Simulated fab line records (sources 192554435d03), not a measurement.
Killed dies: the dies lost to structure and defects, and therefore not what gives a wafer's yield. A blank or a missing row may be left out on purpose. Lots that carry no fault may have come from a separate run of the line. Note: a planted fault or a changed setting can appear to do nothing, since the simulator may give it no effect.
Comparing a struck lot with a sound one ; flow n5_finfet ; 15 steps out of a route of 1938
Sound: wafers L336.1, L336.2, L336.4. Struck: wafer L349.5; the same lot's L349.1 was not struck, so it is left out; see the end for the cause.
For every step that has rows: the tool of each side, followed by ch and its chambers, followed by its first start. Under that, the readings that differ: sound wafers ; struck wafers ; difference of the means ; sigmas: that difference in standard deviations of wafers without a fault.
alike: readings with means less than 2 such deviations apart, plus words and numbers identical on both sides. not compared: withheld readings, readings lacking a value on some wafer, bounds such as >300 that could conceal the same value, and numbers that have no deviation in the record and whose values overlap.
A row with sigmas, a row that says differs or no value, or rows on one side alone: a step with any of these is where the two part. Numbers that have no deviation but don't overlap get no sigmas and don't part them. A reading that every wafer of one side lacks parts them only if that side has two wafers or more.

first, 6 steps without rows for these wafers: N5_BEOL_M9_COAT_22 (resist thk 30 nm); N5_BEOL_M9_EBR_24; N5_BEOL_M9_SOFTBAKE_23 (time 60 s); N5_BEOL_M9_EXPOSE_25 (exposes mask V8); N5_BEOL_M9_PEB_26 (peb time 60 s); N5_BEOL_M9_DEVELOP_27 (develop time 30 s).
N5_BEOL_M9_CD_MEAS_28: the cd target is 70 nm.
  sound on cd_sem-03 ch 0, day 16 09:30; struck on cd_sem-01 ch 0, day 18 04:41
  alike: cd_nm
N5_BEOL_M9_OVL_MEAS_29:
  sound on overlay-02 ch 0, day 16 09:32; struck on overlay-02 ch 0, day 18 04:43
  alike: V8_OVL
N5_BEOL_M9_INSPECT_30: inspects for defects (brightfield).
  struck on defect_inspect-02, day 18 04:47; sound on defect_inspect-02, day 16 09:35
  alike: raw_defect_count
N5_BEOL_M9_DESCUM_33: chemistry O2, time 7 s.
  sound on rie_diel-06 ch 0,1,2, day 16 09:37; struck on rie_diel-02 ch 1, day 18 04:56
  alike: drypump_motor_current_A, oes_product_au, rf_vpp_V, showerhead_plenum_p_Torr, throttle_valve_pct
  not compared: rf_hours_counter_h
N5_BEOL_M9_ETCH_76: etches underlayer in N2/H2, target depth 6.5 nm, time 5.2 s.
  sound on rie_diel-06 ch 0,1,2, day 16 09:40; struck on rie_diel-02 ch 1, day 18 04:58
  alike: drypump_motor_current_A, etch_rf_on_time_s, oes_product_au, rf_vpp_V, showerhead_plenum_p_Torr, throttle_valve_pct
  not compared: rf_hours_counter_h
N5_BEOL_M9_ETCH_65: etches SiARC in CF4, target depth 15.6 nm, time 26 s.
  sound on rie_diel-06 ch 0,1,2, day 16 09:41; struck on rie_diel-02 ch 1, day 18 04:59
reading;sound;struck;difference;sigmas
rf_vpp_V (V);184.5 183.8 184.3;186.6;+2.4;+2
  alike: drypump_motor_current_A, etch_rf_on_time_s, oes_product_au, showerhead_plenum_p_Torr, throttle_valve_pct
  not compared: rf_hours_counter_h
N5_BEOL_M9_ETCH_66: etches SOC in N2/H2, target depth 80 nm, overetch 16 nm, time 120 s.
  sound on rie_diel-06 ch 0,1,2, day 16 09:42; struck on rie_diel-02 ch 1, day 18 05:01
reading;sound;struck;difference;sigmas
model.SiARC_of_BEOL_M9_COAT_64.thk_nm (nm);6.4 6.4 6.4;8;+2;
  alike: drypump_motor_current_A, oes_product_au, rf_vpp_V, showerhead_plenum_p_Torr, throttle_valve_pct
  not compared: rf_hours_counter_h
then, 2 steps without rows for these wafers: N5_BEOL_M9_STRIP_69 (strips in N2/H2); N5_PASSIVATION_PROBE_49.

## WHERE THEY PART
Within this record, at N5_BEOL_M9_ETCH_65 only. Later steps at which nothing parts them and some readings are alike: N5_BEOL_M9_ETCH_66.

WHY: what the simulator had put in
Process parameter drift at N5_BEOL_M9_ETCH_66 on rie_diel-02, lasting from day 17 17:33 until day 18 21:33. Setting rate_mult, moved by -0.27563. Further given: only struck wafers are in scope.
